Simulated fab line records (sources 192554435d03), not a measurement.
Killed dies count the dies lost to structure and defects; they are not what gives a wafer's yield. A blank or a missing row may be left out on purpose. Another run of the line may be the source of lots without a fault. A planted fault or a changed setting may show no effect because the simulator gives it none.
Comparing a struck lot with a sound one    flow n5_finfet    13 out of 1938 route steps
Sound: these wafers, L782.2, L782.4, L782.6. The struck wafers were L788.1, L788.4, L788.6. The cause comes at the end.
Order at every step that has rows: each side's tool, ch and its chambers, its first start. Under that, the readings that differ: sound wafers    struck wafers    difference of the means    sigmas: that difference in standard deviations of wafers without a fault.
alike: readings with means less than 2 such deviations apart, plus words and numbers identical on both sides. not compared: withheld readings, readings lacking a value on some wafer, bounds such as >300 that could conceal the same value, and numbers that have no deviation in the record and whose values overlap.
The two part at a step that has a row with sigmas, a row that says differs or no value, or rows on one side only. Numbers that don't overlap but have no deviation are shown without sigmas and don't part them. A reading missing from all wafers of one side parts the sides only when that side holds two or more wafers.

N5_GATE_CUT_THK_MEAS_24:
  struck on film_metro-01, day 6 08:41; sound on film_metro-02, day 4 19:46
  alike: GC_FILL_THK
N5_GATE_CUT_CMP_43: polishes SiO2.
  sound on cmp-03 ch 0,1,2, day 4 19:48; struck on cmp-03 ch 0,1,2, day 6 08:53
  alike: motor_current_A
N5_GATE_CUT_CMP_61: polishes, stops on SiNx, t overpolish 3 s.
  sound on cmp-03 ch 0,1,2, day 4 20:17; struck on cmp-03 ch 0,1,2, day 6 09:16
  alike: motor_current_A
N5_GATE_CUT_INSPECT_26: inspects for defects (darkfield).
  struck on defect_inspect-01, day 6 09:26; sound on defect_inspect-02, day 4 20:31
  alike: raw_defect_count
then, 7 steps without rows for these wafers: N5_MOL_CONTACT_COAG_COAT_103 (time 60 s, resist thk 80 nm); N5_MOL_CONTACT_COAG_COAT_104 (time 60 s, resist thk 12 nm); N5_MOL_CONTACT_COAG_COAT_58 (time 60 s, resist thk 10 nm); N5_MOL_CONTACT_COAG_COAT_02 (resist thk 30 nm); N5_MOL_CONTACT_COAG_EBR_04; N5_MOL_CONTACT_COAG_SOFTBAKE_03 (time 60 s); N5_MOL_CONTACT_COAG_EXPOSE_05 (exposes mask CA, defocus 0 nm).
N5_MOL_CONTACT_COAG_PEB_06: peb time 60 s.
  struck on litho_track-04, day 6 09:40; sound on litho_track-02 ch 0, day 4 20:52
  no value came back on the struck wafers for chill_plate_temp_C (C), exhaust_pa (Pa); on the sound wafers chill_plate_temp_C (C) reads 22.93 23.02 22.92
then, 1 step without rows for these wafers: N5_MOL_CONTACT_COAG_DEVELOP_07 (develop time 30 s).

WHERE THEY PART
Only at N5_MOL_CONTACT_COAG_PEB_06, as far as this record shows.

WHY: whatever the simulator had introduced
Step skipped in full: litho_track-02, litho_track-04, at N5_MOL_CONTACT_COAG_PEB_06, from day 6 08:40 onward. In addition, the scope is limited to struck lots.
